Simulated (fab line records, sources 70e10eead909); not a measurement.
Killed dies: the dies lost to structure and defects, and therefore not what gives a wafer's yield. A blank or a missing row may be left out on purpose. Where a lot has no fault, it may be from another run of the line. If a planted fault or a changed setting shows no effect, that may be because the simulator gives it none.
Which tool did it? || flow nand_harc || 7 lots with 21 wafers sampled at 2 steps, on a route of 1159 steps

## WHAT THE GAUGES READ, wafer by wafer
NHARC_A_ONON_D1_THK_MEAS_21: measures by ellipsometry.
{"lot": "L706", "measured": "day 8 09:59", "on": "film_metro-01", "thk_nm (nm)": "1004 1002 1001"}
{"lot": "L707", "measured": "day 8 17:25", "on": "film_metro-01", "thk_nm (nm)": "987 985 988"}
{"lot": "L712", "measured": "day 9 20:18", "on": "film_metro-01", "thk_nm (nm)": "990 990 989"}
{"lot": "L713", "measured": "day 9 20:17", "on": "film_metro-02", "thk_nm (nm)": "996 996 996"}
{"lot": "L720", "measured": "day 11 04:45", "on": "film_metro-01", "thk_nm (nm)": "1568 1570 1569"}
{"lot": "L719", "measured": "day 11 19:11", "on": "film_metro-01", "thk_nm (nm)": "1007 1006 1005"}
{"lot": "L728", "measured": "day 13 17:29", "on": "film_metro-02", "thk_nm (nm)": "997 995 997"}

## WHAT TOOL EACH LOT RAN ON (gives the tool, then ch and the chambers of the sampled wafers, and finally the start)
{"lot": "L706", "NHARC_A_ONON_D1_DEP_19": "pecvd_onon-04 ch 0, day 8 09:29"}
{"lot": "L707", "NHARC_A_ONON_D1_DEP_19": "pecvd_onon-01 ch 0, day 8 16:54"}
{"lot": "L712", "NHARC_A_ONON_D1_DEP_19": "pecvd_onon-01 ch 0, day 9 19:50"}
{"lot": "L713", "NHARC_A_ONON_D1_DEP_19": "pecvd_onon-04 ch 0, day 9 19:47"}
{"lot": "L720", "NHARC_A_ONON_D1_DEP_19": "pecvd_onon-01 ch 0, day 11 04:21"}
{"lot": "L719", "NHARC_A_ONON_D1_DEP_19": "pecvd_onon-04 ch 0, day 11 18:39"}
{"lot": "L728", "NHARC_A_ONON_D1_DEP_19": "pecvd_onon-03 ch 0, day 13 16:59"}
- NHARC_A_ONON_D1_DEP_19: target thk 1000 nm.

## THE ANSWER, worked out from the rows above alone
Rule: the usual values come from the lots themselves. The widest of any qualifying gaps counts: lots, ordered by their means at a reading, are off when they make up no more than a third of the lots, leave a main group of 4 or more, and stand apart from it by 3 or more times the standard deviation of that group's means. A main group is skipped when, at the precision printed for the reading in the tables above, its means are all equal. A lot without any number at a reading at which 4 lots or more have one is off too. Any other lot the step has rows for is counted as sound.
Off at NHARC_A_ONON_D1_THK_MEAS_21 (thk_nm): L720. For the main group the mean is 996 nm and the standard deviation 6.7.
If a tool, at a process step before that reading, ran all the lots that are off and no sound lot after the first of them, it fits. Gauges at NHARC_A_ONON_D1_THK_MEAS_21: tried the same way as those tools. One fits: pecvd_onon-01 at NHARC_A_ONON_D1_DEP_19. Its last sound lot is L712 (day 9 19:50), its first lot that is off L720 (day 11 04:21): a fault that began between those two fits.

## WHAT THE SIMULATOR PUT IN
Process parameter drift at NHARC_A_ONON_D1_DEP_19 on pecvd_onon-01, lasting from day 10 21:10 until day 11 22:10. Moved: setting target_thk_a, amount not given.
Lots struck among those shown: L720. The rule above found the same.
